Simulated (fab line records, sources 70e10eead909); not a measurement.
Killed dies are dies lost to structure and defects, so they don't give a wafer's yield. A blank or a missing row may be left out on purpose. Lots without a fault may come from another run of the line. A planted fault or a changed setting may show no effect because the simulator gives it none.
fab line records | flow nand_harc
record lots=14 wafers=38 last_day=34
route steps=1302 shown A_M0@1151 A_M1@1177 END@1302
lots that met no fault: from a run of the same line without faults
start_h: hours from the record's first day to the start of the lot's first wafer shown | wait_h: hours since the lot's step before | " the same as in the row above | L1.1+2: a row that stands for several wafers | - no value, or no start given | * or withheld: withheld | < > ~ a bound
route shown NAME@n: a module of which the file shows steps, and the number in the route of the first | usual: mean/standard deviation of fault-free wafers | same: alike in all rows | chamber/n: place in a boat | sites: the reading at each site | _std_site: their standard deviation | _edge_site: outer sites' mean less inner sites' | radius_mm: how far each site lies from the wafer's centre | mask NAME#n: copy n | behind: the tool/chamber that last shaped the wafer | hold: why the lot was held/for how many hours/how that ended | device: the transistor (n, p or np) that didn't switch | end of line: the same wafers' tests at the end of the route | a step without rows: its recipe alone | killed: dies lost to structure and defects at the first sort, not the wafer's yield | map: a wafer's dies, x killed, . not, _ none there
set.NAME: the setting as run; set.NAME@STEP: as run at that earlier step | model.NAME: the simulator's own value behind a step, which no gauge read
steps of the route over a sample of lots; a table a step, a row a wafer
services: from which hour (start_h, from the record's first day; less than 0 if before it) a tool's chamber was out of use, for how many hours, and why
## steps
# step NHARC_A_M0_ETCH_34
# recipe target_depth_a=400 overetch_a=120 time_s=43.94 ion_energy_ev=200 n2_flow_sccm=150 h2_flow_sccm=150 ar_flow_sccm=0 rf_w=400 bias_w=150 chemistry=N2/H2
# usual drypump_motor_current_A=5.6/0.51 oes_product_au=1.000/0.014 rf_vpp_V=430.5/2.3 showerhead_plenum_p_Torr=2.04/0.078 throttle_valve_pct=14.172/0.0095
# columns lot.wafer tool chamber start_h wait_h drypump_motor_current_A oes_product_au rf_hours_counter_h rf_vpp_V showerhead_plenum_p_Torr throttle_valve_pct
L221.1 rie_diel-05 1 522.92 0.1 5.7 0.992 6 427.5 1.94 14.168
L221.3 " 2 " " 5.2 0.987 6 432.9 2.09 14.190
L221.4 " 3 " " 6.4 0.983 5 434.5 2.19 14.165
L220.1 rie_diel-04 0 529.11 0.1 5.8 1.006 12 428.2 1.98 14.169
L220.2 " 1 " " 6.4 1.002 12 433.8 2.16 14.179
L220.5 " 0 " " 5.9 1.001 - 428.2 1.98 14.170
L222.2 rie_diel-05 2 537.52 0.1 5.2 0.994 7 432.5 2.09 14.189
L222.6 " 0 " " 5.0 1.010 - 429.1 2.03 14.171
L222.5 " 1 " " 5.7 0.988 - 427.7 1.94 14.176
L224.3 rie_diel-05 2 551.32 0.1 5.2 0.988 8 431.5 2.09 14.197
L224.4 " 1 " " 5.6 0.992 7 428.6 1.94 14.157
L224.6 " 3 " " 6.4 0.999 - 434.5 2.19 14.164
L223.1 rie_diel-05 2 553.33 0.1 5.2 1.003 8 433.4 2.09 14.178
L223.4 " 3 " " 6.4 0.992 7 435.2 2.19 14.167
L223.2 " 0 " " 5.0 0.992 7 432.0 2.03 14.175
L226.4 rie_diel-03 3 571.90 0.1 4.8 0.985 3 428.5 1.99 14.177
L226.1 " 0 " " 5.0 1.030 5 429.8 2.02 14.180
L226.6 " 2 " " 5.6 0.990 - 428.0 1.94 14.174
L225.2 rie_diel-04 2 572.95 0.1 5.6 0.994 4 432.8 2.16 14.158
L225.1 " 0 " " 5.9 1.000 3 428.6 1.97 14.164
L225.6 " 1 " " 6.4 0.981 - 433.9 2.15 14.178
L227.4 rie_diel-04 3 582.71 0.1 5.9 1.009 4 432.3 2.04 14.160
L227.1 " 2 " " 5.6 0.994 4 434.1 2.16 14.167
L227.6 " 0 " " 5.8 1.001 - 428.0 1.97 14.183
L228.1 rie_diel-04 3 609.33 0.1 5.9 1.002 6 430.9 2.04 14.169
L228.2 " 0 " " 5.8 1.005 6 429.4 1.97 14.187
L228.4 " 1 " " 6.4 0.988 5 434.5 2.15 14.171
L240.2 rie_diel-04 2 707.62 0.1 5.7 1.008 11 433.9 2.16 14.185
L240.5 " 3 " " 5.9 1.013 - 430.2 2.04 14.176
L240.6 " 0 " " 5.9 0.994 - 430.0 1.97 14.176
L238.5 rie_diel-05 0 711.45 0.1 5.0 1.009 - 429.2 2.03 14.184
L239.6 rie_diel-03 0 715.22 0.3 5.1 1.032 - 431.1 2.02 14.187
L241.3 rie_diel-05 3 731.13 0.1 6.4 1.017 7 434.7 2.19 14.175
L241.2 " 2 " " 5.2 1.019 6 430.0 2.08 14.162
L241.6 " 0 " " 5.0 1.012 - 430.1 2.03 14.168
L243.2 rie_diel-04 3 762.33 0.1 5.8 0.989 3 429.5 2.04 14.170
L243.5 " 3 " " 5.8 0.985 - 429.4 2.04 14.172
L243.6 " 0 " " 5.8 1.028 - 430.1 1.97 14.163
# step NHARC_A_M0_PVD_20
# recipe target_thk_a=50 bias_v=168.6 power_w=15000 chamber_pressure_pa=0.12 time_s=8.06 substrate_temp_c=50 material=TaN
# usual throttle_valve_pct=29.3/1
# columns lot.wafer tool chamber start_h wait_h throttle_valve_pct
L221.3 pvd_sputter-01 - - - 28.2
L221.1 " - " " 29.5
L221.4 " - " " 30.4
L220.2 pvd_sputter-02 - - - 28.8
L220.1 " - " " 30.6
L220.5 " - " " 28.5
L222.2 pvd_sputter-02 - - - 29.6
L222.6 " - " " 30.7
L222.5 " - " " 28.6
L224.4 pvd_sputter-01 - - - 27.5
L224.3 " - " " 29.8
L224.6 " - " " 28.2
L223.1 pvd_sputter-01 - - - 29.6
L223.2 " - " " 28.2
L223.4 " - " " 27.5
L226.4 pvd_sputter-03 - - - 30.2
L226.1 " - " " 30.5
L226.6 " - " " 30.5
L225.2 pvd_sputter-02 - - - 28.9
L225.1 " - " " 28.6
L225.6 " - " " 28.6
L227.4 pvd_sputter-03 - - - 29.5
L227.1 " - " " 30.5
L227.6 " - " " 29.4
L228.1 pvd_sputter-02 - - - 28.4
L228.4 " - " " 30.4
L228.2 " - " " 28.5
L240.2 pvd_sputter-01 - - - 28.1
L240.6 " - " " 28.0
L240.5 " - " " 28.8
L238.5 pvd_sputter-01 - - - 29.5
L239.6 pvd_sputter-01 - - - 29.3
L241.2 pvd_sputter-01 - - - 29.2
L241.3 " - " " 30.6
L241.6 " - " " 29.2
L243.2 pvd_sputter-03 - - - 29.1
L243.6 " - " " 30.3
L243.5 " - " " 29.5
# step NHARC_A_M0_DEP_32
# recipe target_thk_a=300 temp_c=370 target_thk_nm=30 pressure_torr=3 flow_sccm=200 rf_w=450 material=SiCN
# usual heater_power_w=622/60
# columns lot.wafer tool chamber start_h wait_h heater_power_w
L221.1 pecvd-04 0 525.57 0.1 549
L221.3 " 2 " " 721
L221.4 " 0 " " 576
L220.1 pecvd-04 0 531.68 0.1 626
L220.2 " 2 " " 680
L220.5 " 2 " " 675
L222.2 pecvd-02 2 540.03 0.1 529
L222.6 " 2 " " 530
L222.5 " 1 " " 724
L224.3 pecvd-01 1 553.91 0.1 562
L224.4 " 0 " " 607
L224.6 " 2 " " 609
L223.1 pecvd-04 1 555.90 0.1 661
L223.2 " 2 " " 629
L223.4 " 2 " " 618
L226.1 pecvd-01 1 574.47 0.1 591
L226.6 " 0 " " 553
L226.4 " 1 " " 594
L225.2 pecvd-02 0 575.50 0.1 630
L225.1 " 2 " " 588
L225.6 " 1 " " 689
L227.1 pecvd-04 2 585.30 0.1 696
L227.6 " 1 " " 647
L227.4 " 2 " " 715
L228.2 pecvd-02 1 611.85 0.1 674
L228.1 " 0 " " 633
L228.4 " 1 " " 671
L240.2 pecvd-02 2 710.17 0.1 547
L240.5 " 1 " " 745
L240.6 " 0 " " 563
L238.5 pecvd-02 2 714.20 0.2 581
L239.6 pecvd-01 1 717.97 0.2 565
L241.2 pecvd-01 1 733.74 0.1 583
L241.3 " 2 " " 625
L241.6 " 1 " " 579
L243.2 pecvd-02 1 765.01 0.1 767
L243.6 " 2 " " 615
L243.5 " 0 " " 582
# step NHARC_A_M1_PEB_07
# recipe peb_temp_c=100 peb_time_s=65
# usual exhaust_pa=45.0/0.94 heater_power_total_W=156.6/0.43 plate_temp_C=99.99/0.12
# same peb_time_s=65
# columns lot.wafer tool chamber start_h wait_h exhaust_pa heater_power_total_W plate_temp_C
L221.1 litho_track-01 0 526.68 0.1 43.0 156.0 100.07
L221.3 " 0 " " 43.6 157.2 99.89
L221.4 " 0 " " 44.1 157.0 100.04
L220.1 litho_track-01 0 532.98 0.1 45.2 155.9 99.95
L220.2 " 0 " " 44.6 156.1 99.97
L220.5 " 0 " " 43.5 156.3 100.05
L222.2 litho_track-01 0 541.18 0.1 46.0 156.2 100.11
L222.5 " 0 " " 46.9 157.1 100.05
L222.6 " 0 " " 47.9 155.9 99.94
L224.3 litho_track-06 0 555.05 0.0 43.7 156.9 99.92
L224.4 " 0 " " 44.6 157.0 99.91
L224.6 " 0 " " 45.1 156.3 99.87
L223.1 litho_track-06 0 557.01 0.1 45.1 157.2 99.85
L223.2 " 0 " " 45.7 157.0 99.95
L223.4 " 0 " " 44.8 156.2 99.75
L226.1 litho_track-06 0 575.59 0.1 44.6 156.6 99.87
L226.4 " 0 " " 43.6 156.0 99.96
L226.6 " 0 " " 44.3 157.1 99.82
L225.1 litho_track-06 0 576.68 0.1 42.8 156.0 99.95
L225.2 " 0 " " 44.4 156.1 99.87
L225.6 " 0 " " 43.8 157.0 100.08
L227.1 litho_track-06 0 586.57 0.1 44.3 156.4 100.03
L227.4 " 0 " " 45.4 156.9 100.06
L227.6 " 0 " " 45.3 157.2 100.14
L228.1 litho_track-06 0 612.90 0.1 45.2 157.1 99.88
L228.2 " 0 " " 45.0 157.0 99.99
L228.4 " 0 " " 45.6 157.2 100.03
L240.2 litho_track-01 0 711.30 0.1 45.9 157.0 99.93
L240.5 " 0 " " 45.9 157.0 99.89
L240.6 " 0 " " 46.7 156.7 99.95
L238.5 litho_track-06 0 715.07 0.0 45.5 155.6 99.50
L239.6 litho_track-06 0 718.98 0.0 45.3 155.6 99.41
L241.2 litho_track-01 0 734.86 0.1 44.9 156.4 99.92
L241.3 " 0 " " 45.0 157.0 100.08
L241.6 " 0 " " 45.7 156.6 99.95
L243.2 litho_track-04 0 766.10 0.1 45.3 156.7 100.00
L243.5 " 0 " " 44.6 156.6 100.02
L243.6 " 0 " " 45.3 155.9 100.04
# step NHARC_END_SORT_01
# recipe temp_c=25
# usual defect_limited_yield=90.7/2.7 killed_at_array=58/19 killed_at_other=1.1/1.2 killed_at_periphery=3.8/2.4 killed_dies=63/18 killed_open=3.3/1.8 killed_short=2.2/1.6
# same gross_dies=677
# columns lot.wafer tool chamber start_h wait_h defect_limited_yield[%] killed_at_array killed_at_other killed_at_periphery killed_dies killed_open killed_short
L221.1 prober-01 0 562.27 2.5 93.6 41 1 1 43 4 2
L221.3 prober-01 0 563.87 3.1 93.1 46 0 1 47 1 3
L221.4 prober-01 0 564.67 3.4 92.6 47 0 3 50 7 2
L220.1 prober-02 0 568.07 2.5 91.7 52 0 4 56 3 2
L220.2 prober-02 0 568.88 2.8 91.1 56 0 4 60 3 6
L220.5 prober-02 0 571.30 3.7 87.6 83 1 0 84 1 3
L222.2 prober-01 0 578.44 2.8 91.6 49 1 7 57 7 1
L222.5 prober-01 0 580.82 3.7 91.0 53 2 6 61 3 1
L222.6 prober-01 0 581.61 4.0 92.9 38 1 9 48 2 2
L223.1 prober-01 0 591.10 2.5 92.0 46 2 6 54 7 5
L223.2 prober-01 0 591.90 2.8 90.4 61 1 3 65 4 1
L223.4 prober-01 0 593.48 3.4 92.9 43 2 3 48 2 1
L224.3 prober-02 0 592.64 3.1 88.8 71 1 4 76 3 2
L224.4 prober-02 0 593.43 3.4 88.8 74 0 2 76 4 3
L224.6 prober-02 0 595.02 4.0 89.4 68 0 4 72 4 3
L226.1 prober-01 0 610.63 2.5 95.0 31 1 2 34 6 5
L226.4 prober-01 0 613.02 3.4 95.9 25 1 2 28 2 0
L226.6 prober-01 0 614.61 4.0 95.0 34 0 0 34 1 4
L225.1 prober-02 0 610.64 2.5 85.1 98 1 2 101 3 3
L225.2 prober-02 0 611.45 2.8 84.2 104 1 2 107 4 2
L225.6 prober-02 0 614.68 4.0 84.9 99 0 3 102 4 3
L227.1 prober-01 0 621.35 2.5 88.9 73 0 2 75 3 1
L227.4 prober-01 0 623.79 3.5 90.8 57 0 5 62 3 2
L227.6 prober-01 0 625.41 4.1 91.6 52 0 5 57 2 0
L228.1 prober-02 0 650.16 2.5 89.8 63 2 4 69 4 3
L228.2 prober-02 0 650.97 2.8 92.6 45 2 3 50 5 2
L228.4 prober-02 0 652.58 3.4 89.1 72 0 2 74 4 3
L240.2 prober-02 0 748.84 2.8 89.5 64 1 6 71 2 6
L240.5 prober-02 0 751.24 3.7 90.3 63 0 3 66 0 1
L240.6 prober-02 0 752.04 4.0 90.0 66 0 2 68 2 1
L239.6 prober-01 0 755.31 4.0 94.8 28 0 7 35 2 2
L238.5 prober-01 0 762.33 3.7 88.9 71 1 3 75 4 5
L241.2 prober-02 0 771.92 2.8 89.7 65 0 5 70 4 4
L241.3 prober-02 0 772.72 3.1 89.8 63 1 5 69 4 4
L241.6 prober-02 0 775.13 4.0 90.0 65 1 2 68 2 2
L243.2 prober-01 0 803.11 2.8 91.0 53 0 8 61 3 3
L243.5 prober-01 0 805.50 3.7 87.7 78 0 5 83 4 3
L243.6 prober-01 0 806.30 4.0 88.9 71 0 4 75 3 5
# killed by level:class
L221.1 A_SLIT:chamber_film_flake=18 A_CHANNEL_HOLE_D2:chamber_film_flake=9 A_WL_FILL:chamber_film_flake=3 A_CHANNEL_HOLE_D1:chamber_film_flake=2 A_STAIRCASE:chamber_film_flake=2 A_CONTACT:chamber_film_flake=2 A_ONON_D1:geometric_particle:open=1 A_CHANNEL_FILL_D1:geometric_particle:open=1
L221.3 A_SLIT:chamber_film_flake=26 A_CONTACT:chamber_film_flake=8 A_CHANNEL_HOLE_D2:chamber_film_flake=5 A_SOURCE_PLATE:geometric_particle:short=1 A_ONON_D1:geometric_particle:open=1 A_DECK1_JOINT:geometric_particle:short=1 A_CHANNEL_FILL_D2:geometric_particle:short=1 P_ZERO_WELL:chamber_film_flake=1
L221.4 A_SLIT:chamber_film_flake=20 A_CHANNEL_HOLE_D2:chamber_film_flake=8 A_CONTACT:chamber_film_flake=5 A_WL_FILL:chamber_film_flake=3 A_CHANNEL_HOLE_D1:geometric_particle:open=2 A_CHANNEL_FILL_D2:geometric_particle:open=2 A_CHANNEL_HOLE_D1:chamber_film_flake=2 P_M1:geometric_particle:short=1
L220.1 A_CHANNEL_HOLE_D2:chamber_film_flake=22 A_CHANNEL_HOLE_D1:chamber_film_flake=15 A_WL_FILL:chamber_film_flake=5 A_SGD_CUT:chamber_film_flake=3 A_CONTACT:chamber_film_flake=3 P_GATE:geometric_particle:open=2 A_CHANNEL_FILL_D1:geometric_particle:short=2 A_CHANNEL_FILL_D1:geometric_particle:open=1
L220.2 A_CHANNEL_HOLE_D2:chamber_film_flake=29 A_CHANNEL_HOLE_D1:chamber_film_flake=14 A_WL_FILL:geometric_particle:short=4 A_CHANNEL_FILL_D1:geometric_particle:open=2 A_M0:geometric_particle:short=2 P_GATE:chamber_film_flake=2 P_CONTACT:chamber_film_flake=2 A_SGD_CUT:chamber_film_flake=2
L220.5 A_CHANNEL_HOLE_D2:chamber_film_flake=35 A_CHANNEL_HOLE_D1:chamber_film_flake=27 A_STAIRCASE:chamber_film_flake=5 A_CONTACT:chamber_film_flake=5 A_WL_FILL:chamber_film_flake=3 A_CHANNEL_FILL_D1:chamber_film_flake=2 A_SGD_CUT:chamber_film_flake=2 A_CHANNEL_FILL_D1:geometric_particle:short=1
L222.2 A_SLIT:chamber_film_flake=21 A_CHANNEL_HOLE_D2:chamber_film_flake=13 A_STAIRCASE:chamber_film_flake=4 P_M0:chamber_film_flake=3 A_SGD_CUT:geometric_particle:open=2 P_GATE:chamber_film_flake=2 A_CHANNEL_FILL_D1:chamber_film_flake=2 A_CONTACT:chamber_film_flake=2
L222.5 A_SLIT:chamber_film_flake=25 A_CHANNEL_HOLE_D2:chamber_film_flake=12 A_CONTACT:chamber_film_flake=5 A_CHANNEL_HOLE_D1:chamber_film_flake=3 A_SGD_CUT:geometric_particle:open=2 P_ZERO_WELL:chamber_film_flake=2 P_GATE:chamber_film_flake=2 P_M0:chamber_film_flake=2
L222.6 A_SLIT:chamber_film_flake=21 A_CHANNEL_HOLE_D2:chamber_film_flake=7 P_GATE:chamber_film_flake=5 A_CONTACT:chamber_film_flake=4 P_M0:geometric_particle:open=2 A_CHANNEL_HOLE_D1:chamber_film_flake=2 A_CHANNEL_FILL_D1:chamber_film_flake=2 P_M0:geometric_particle:short=1
L223.1 A_CHANNEL_HOLE_D2:chamber_film_flake=26 A_CONTACT:chamber_film_flake=6 A_DECK1_JOINT:geometric_particle:open=2 A_ONON_D2:geometric_particle:open=2 P_ZERO_WELL:chamber_film_flake=2 A_CHANNEL_HOLE_D1:chamber_film_flake=2 THIN_TSV:chamber_film_flake=2 P_STI:geometric_particle:open=1
L223.2 A_CHANNEL_HOLE_D2:chamber_film_flake=36 A_CONTACT:chamber_film_flake=12 P_ZERO_WELL:chamber_film_flake=3 A_SOURCE_PLATE:geometric_particle:open=2 A_DECK1_JOINT:chamber_film_flake=2 A_M1:chamber_film_flake=2 A_ONON_D2:geometric_particle:open=1 A_CHANNEL_FILL_D2:geometric_particle:short=1
L224.3 A_SLIT:chamber_film_flake=27 A_CHANNEL_HOLE_D1:chamber_film_flake=26 A_CHANNEL_HOLE_D2:chamber_film_flake=11 A_STAIRCASE:chamber_film_flake=2 A_CONTACT:chamber_film_flake=2 P_M1:geometric_particle:open=1 A_ONON_D2:geometric_particle:short=1 A_ONON_D2:geometric_particle:open=1
L224.4 A_CHANNEL_HOLE_D1:chamber_film_flake=28 A_SLIT:chamber_film_flake=25 A_CHANNEL_HOLE_D2:chamber_film_flake=7 A_STAIRCASE:chamber_film_flake=4 A_DECK1_JOINT:geometric_particle:open=2 A_CONTACT:chamber_film_flake=2 P_M0:geometric_particle:short=1 A_DECK1_JOINT:geometric_particle:short=1
L223.4 A_CHANNEL_HOLE_D2:chamber_film_flake=25 A_CHANNEL_HOLE_D1:chamber_film_flake=6 A_CONTACT:chamber_film_flake=4 A_M1:chamber_film_flake=3 P_ZERO_WELL:chamber_film_flake=2 THIN_TSV:chamber_film_flake=2 P_CONTACT:geometric_particle:open=1 A_WL_FILL:geometric_particle:short=1
L224.6 A_CHANNEL_HOLE_D1:chamber_film_flake=24 A_SLIT:chamber_film_flake=22 A_CHANNEL_HOLE_D2:chamber_film_flake=9 A_STAIRCASE:chamber_film_flake=5 A_ONON_D2:geometric_particle:open=2 A_CONTACT:chamber_film_flake=2 P_CONTACT:geometric_particle:open=1 A_ONON_D1:geometric_particle:open=1
L226.1 A_CHANNEL_HOLE_D2:chamber_film_flake=14 A_CHANNEL_HOLE_D1:chamber_film_flake=4 A_STAIRCASE:chamber_film_flake=4 A_M0:geometric_particle:open=2 P_CONTACT:geometric_particle:open=1 P_M2:geometric_particle:short=1 A_ONON_D1:geometric_particle:short=1 A_CHANNEL_FILL_D1:geometric_particle:short=1
L225.1 A_SLIT:chamber_film_flake=35 A_CHANNEL_HOLE_D1:chamber_film_flake=29 A_CHANNEL_HOLE_D2:chamber_film_flake=24 A_STAIRCASE:chamber_film_flake=4 P_CONTACT:geometric_particle:short=1 A_CHANNEL_HOLE_D1:geometric_particle:short=1 A_DECK1_JOINT:geometric_particle:short=1 A_WL_FILL:geometric_particle:open=1
L225.2 A_CHANNEL_HOLE_D2:chamber_film_flake=35 A_SLIT:chamber_film_flake=29 A_CHANNEL_HOLE_D1:chamber_film_flake=26 A_STAIRCASE:chamber_film_flake=6 A_CONTACT:chamber_film_flake=2 P_CONTACT:geometric_particle:open=1 A_ONON_D1:geometric_particle:open=1 A_CHANNEL_FILL_D1:geometric_particle:open=1
L226.4 A_CHANNEL_HOLE_D2:chamber_film_flake=8 A_CHANNEL_HOLE_D1:chamber_film_flake=6 A_STAIRCASE:chamber_film_flake=5 A_CONTACT:chamber_film_flake=3 P_M0:geometric_particle:open=1 A_M1:geometric_particle:open=1 P_ZERO_WELL:chamber_film_flake=1 A_CHANNEL_FILL_D1:chamber_film_flake=1
L226.6 A_CHANNEL_HOLE_D2:chamber_film_flake=15 A_STAIRCASE:chamber_film_flake=5 A_CHANNEL_HOLE_D1:chamber_film_flake=4 A_ONON_D1:geometric_particle:short=2 A_CONTACT:chamber_film_flake=2 A_ONON_D1:geometric_particle:open=1 A_ONON_D2:geometric_particle:short=1 A_CHANNEL_FILL_D2:geometric_particle:short=1
L225.6 A_CHANNEL_HOLE_D1:chamber_film_flake=35 A_CHANNEL_HOLE_D2:chamber_film_flake=27 A_SLIT:chamber_film_flake=26 A_DECK1_JOINT:chamber_film_flake=3 A_STAIRCASE:chamber_film_flake=3 P_CONTACT:geometric_particle:open=2 P_GATE:geometric_particle:short=1 A_DECK1_JOINT:geometric_particle:open=1
L227.1 A_CHANNEL_HOLE_D1:chamber_film_flake=31 A_CHANNEL_HOLE_D2:chamber_film_flake=27 A_CONTACT:chamber_film_flake=5 A_WL_FILL:chamber_film_flake=3 A_CHANNEL_FILL_D1:geometric_particle:open=1 A_CHANNEL_FILL_D2:geometric_particle:short=1 A_SLIT:geometric_particle:open=1 A_BLC:geometric_particle:open=1
L227.4 A_CHANNEL_HOLE_D1:chamber_film_flake=26 A_CHANNEL_HOLE_D2:chamber_film_flake=26 P_CONTACT:geometric_particle:open=2 A_ONON_D1:geometric_particle:open=1 A_SGD_CUT:geometric_particle:short=1 A_M0:geometric_particle:short=1 P_STI:chamber_film_flake=1 P_M0:chamber_film_flake=1
L227.6 A_CHANNEL_HOLE_D2:chamber_film_flake=22 A_CHANNEL_HOLE_D1:chamber_film_flake=18 P_BONDPAD:chamber_film_flake=4 A_WL_FILL:chamber_film_flake=4 A_CONTACT:chamber_film_flake=3 A_ONON_D2:geometric_particle:open=1 A_WL_FILL:geometric_particle:open=1 P_M0:chamber_film_flake=1
L228.1 A_CHANNEL_HOLE_D1:chamber_film_flake=30 A_CHANNEL_HOLE_D2:chamber_film_flake=23 A_SLIT:chamber_film_flake=2 P_STI:geometric_particle:short=1 P_M2:geometric_particle:open=1 A_ONON_D1:geometric_particle:short=1 A_DECK1_JOINT:geometric_particle:open=1 A_DECK1_JOINT:geometric_particle:short=1
L228.2 A_CHANNEL_HOLE_D1:chamber_film_flake=24 A_CHANNEL_HOLE_D2:chamber_film_flake=13 A_CHANNEL_FILL_D2:geometric_particle:open=2 THIN_TSV:chamber_film_flake=2 P_STI:geometric_particle:open=1 A_ONON_D2:geometric_particle:short=1 A_WL_FILL:geometric_particle:short=1 A_WL_FILL:geometric_particle:open=1
L228.4 A_CHANNEL_HOLE_D1:chamber_film_flake=33 A_CHANNEL_HOLE_D2:chamber_film_flake=24 A_CONTACT:chamber_film_flake=4 A_SLIT:chamber_film_flake=2 P_CONTACT:geometric_particle:open=1 P_M1:geometric_particle:open=1 A_DECK1_JOINT:geometric_particle:short=1 A_ONON_D2:geometric_particle:open=1
L240.2 A_SLIT:chamber_film_flake=29 A_CHANNEL_HOLE_D1:chamber_film_flake=13 A_STAIRCASE:chamber_film_flake=6 A_CONTACT:chamber_film_flake=5 A_CHANNEL_FILL_D1:chamber_film_flake=4 P_STI:chamber_film_flake=3 P_CONTACT:geometric_particle:open=1 P_M0:geometric_particle:short=1
L240.5 A_SLIT:chamber_film_flake=35 A_CHANNEL_HOLE_D1:chamber_film_flake=12 A_CONTACT:chamber_film_flake=6 A_STAIRCASE:chamber_film_flake=4 P_STI:chamber_film_flake=3 A_DECK1_JOINT:chamber_film_flake=2 A_WL_FILL:geometric_particle:short=1 A_CHANNEL_FILL_D1:chamber_film_flake=1
L240.6 A_SLIT:chamber_film_flake=31 A_CHANNEL_HOLE_D1:chamber_film_flake=13 A_STAIRCASE:chamber_film_flake=7 A_CONTACT:chamber_film_flake=4 A_WL_FILL:chamber_film_flake=3 A_DECK1_JOINT:chamber_film_flake=2 A_CHANNEL_FILL_D1:chamber_film_flake=2 A_ONON_D1:geometric_particle:open=1
L239.6 A_CHANNEL_HOLE_D1:chamber_film_flake=11 A_SLIT:chamber_film_flake=8 P_CONTACT:chamber_film_flake=3 P_ZERO_WELL:chamber_film_flake=2 A_WL_FILL:chamber_film_flake=2 A_CONTACT:chamber_film_flake=2 P_M2:geometric_particle:short=1 A_ONON_D1:geometric_particle:open=1
L238.5 A_CHANNEL_HOLE_D2:chamber_film_flake=24 A_CHANNEL_HOLE_D1:chamber_film_flake=10 A_CONTACT:chamber_film_flake=10 A_STAIRCASE:chamber_film_flake=8 A_SLIT:chamber_film_flake=8 A_WL_FILL:geometric_particle:short=2 A_ZERO_WELL:chamber_film_flake=2 P_CONTACT:geometric_particle:short=1
L241.2 A_CHANNEL_HOLE_D2:chamber_film_flake=32 A_CHANNEL_HOLE_D1:chamber_film_flake=11 A_SLIT:chamber_film_flake=7 A_CONTACT:chamber_film_flake=4 A_WL_FILL:geometric_particle:short=2 A_M0:geometric_particle:open=2 P_GATE:chamber_film_flake=2 A_STAIRCASE:chamber_film_flake=2
L241.3 A_CHANNEL_HOLE_D2:chamber_film_flake=28 A_CHANNEL_HOLE_D1:chamber_film_flake=15 A_SLIT:chamber_film_flake=6 A_STAIRCASE:chamber_film_flake=4 A_ONON_D1:geometric_particle:open=2 P_M1:chamber_film_flake=2 A_CONTACT:chamber_film_flake=2 P_M0:geometric_particle:short=1
L241.6 A_CHANNEL_HOLE_D2:chamber_film_flake=30 A_CHANNEL_HOLE_D1:chamber_film_flake=15 A_SLIT:chamber_film_flake=7 A_CONTACT:chamber_film_flake=5 A_WL_FILL:geometric_particle:short=2 P_ZERO_WELL:chamber_film_flake=2 A_STAIRCASE:chamber_film_flake=2 A_WL_FILL:geometric_particle:open=1
L243.2 A_CHANNEL_HOLE_D2:chamber_film_flake=26 A_CHANNEL_HOLE_D1:chamber_film_flake=10 A_SLIT:chamber_film_flake=6 P_STI:chamber_film_flake=3 A_CONTACT:chamber_film_flake=3 A_CHANNEL_FILL_D1:geometric_particle:short=2 A_CHANNEL_FILL_D2:geometric_particle:open=2 P_M2:chamber_film_flake=2
L243.5 A_CHANNEL_HOLE_D2:chamber_film_flake=30 A_CHANNEL_HOLE_D1:chamber_film_flake=28 A_SLIT:chamber_film_flake=8 A_CONTACT:chamber_film_flake=3 A_WL_FILL:chamber_film_flake=2 P_GATE:geometric_particle:open=1 P_CONTACT:geometric_particle:open=1 P_CONTACT:geometric_particle:short=1
L243.6 A_CHANNEL_HOLE_D2:chamber_film_flake=27 A_CHANNEL_HOLE_D1:chamber_film_flake=22 A_SLIT:chamber_film_flake=10 A_CONTACT:chamber_film_flake=3 P_M2:chamber_film_flake=2 A_ONON_D1:geometric_particle:short=1 A_DECK1_JOINT:geometric_particle:open=1 A_ONON_D2:geometric_particle:short=1
## services
# columns tool chamber start_h hours kind
litho_track-01 - 505.00 7.0 pm
rie_diel-05 3 510.21 2.0 repair
litho_track-06 - 529.00 7.0 pm
rie_diel-04 - 531.90 9.0 pm
pecvd-01 0 532.05 4.3 repair
pecvd-01 1 537.21 3.5 repair
pecvd-04 - 537.96 5.1 repair
pecvd-02 0 580.97 14.6 repair
pvd_sputter-01 - 582.00 10.0 pm
rie_diel-05 - 583.60 9.0 pm
pecvd-02 - 589.33 13.0 pm
pecvd-04 - 631.35 13.0 pm
rie_diel-04 - 636.96 0.5 repair
pvd_sputter-02 - 638.00 10.0 pm
pvd_sputter-02 - 663.71 21.8 repair
rie_diel-05 3 673.86 6.8 repair
litho_track-01 - 680.00 7.0 pm
pecvd-04 - 691.77 0.6 repair
litho_track-06 - 704.00 7.0 pm
rie_diel-05 2 707.21 9.4 repair
rie_diel-04 - 708.90 9.0 pm
pvd_sputter-01 - 746.98 3.4 repair
pvd_sputter-01 - 760.00 10.0 pm
rie_diel-05 - 760.60 9.0 pm
## key
first_sign step=NHARC_A_M1_PEB_07 reading=plate_temp_C direction=down sigmas=4.5 usual=* struck=*
effect none on later readings
met_at NHARC_A_M1_PEB_07
struck_lots L238,L239
loop_trim step=NHARC_A_M1_EXPOSE_06 setting=dose lots=L239
not_acting_at NHARC_A_M0_ETCH_34,NHARC_A_M0_PVD_20,NHARC_A_M0_DEP_32
onset_between 612.90 715.07
fault kind=process_parameter_drift tool=litho_track-06 chamber=- onset_h=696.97 steps=NHARC_A_M1_PEB_07 channel=peb_temp_c offset=* shape=step end_h=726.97 acts_in=* stated=*
# loop_trim: a control loop set the setting to another value than it would have without faults
